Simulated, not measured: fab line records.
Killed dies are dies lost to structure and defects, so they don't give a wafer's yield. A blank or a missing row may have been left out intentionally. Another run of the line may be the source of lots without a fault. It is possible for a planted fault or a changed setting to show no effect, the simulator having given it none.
Matching of chambers ; flow n5-finfet ; 4 sister chambers for N5_STI_FIN_REVEAL_STRIP_24 on rie-diel-05
The step strips in N2/H2, time 90 s. 8 wafers are shown with their chamber, then 9 later ones without.

WAFERS PAIRED WITH THEIR CHAMBERS
wafer;chamber;showerhead-plenum-p-Torr (Torr);throttle-valve-pct (%)
L079.2;0;3.61;11.97
L081.2;1;3.35;12.54
L081.4;3;3.34;11.97
L082.5;2;3.50;11.84
L082.6;1;3.35;12.55
L083.1;3;3.34;11.99
L083.2;0;3.60;12.01
L083.6;2;3.50;11.83

WAFERS WITHOUT THEIR CHAMBER
wafer;showerhead-plenum-p-Torr (Torr);throttle-valve-pct (%)
L086.1;3.49;11.84
L086.2;3.34;12.01
L086.3;3.34;12.57
L087.1;3.49;11.87
L087.3;3.60;12.04
L087.4;3.34;12.56
L091.2;3.49;11.89
L091.3;3.59;12.07
L091.6;3.49;11.89

WHICH CHAMBER EACH WENT THROUGH
wafer;from the rows above;in truth
L086.1;2;2
L086.2;3;3
L086.3;1;1
L087.1;2;2
L087.3;0;0
L087.4;1;1
L091.2;2;2
L091.3;0;0
L091.6;2;2
Placed correctly: 9 of 9. Can't be placed from these rows: 0. Placed wrongly: 0.
How it was worked out, from the rows above alone: a wafer's distance from a chamber is the root of the sum, over the readings, of the square of ((its reading less the chamber's mean) divided by the reading's scatter). The wafer belongs to the nearest chamber; if the next one is less than 2 further off, it can't be placed. For every chamber, the mean is computed from those of its wafers that are shown. How the scatter is found: for the shown wafers, subtract from each reading the mean of its chamber, square and add these, divide the total by (wafers less chambers), then take the root.
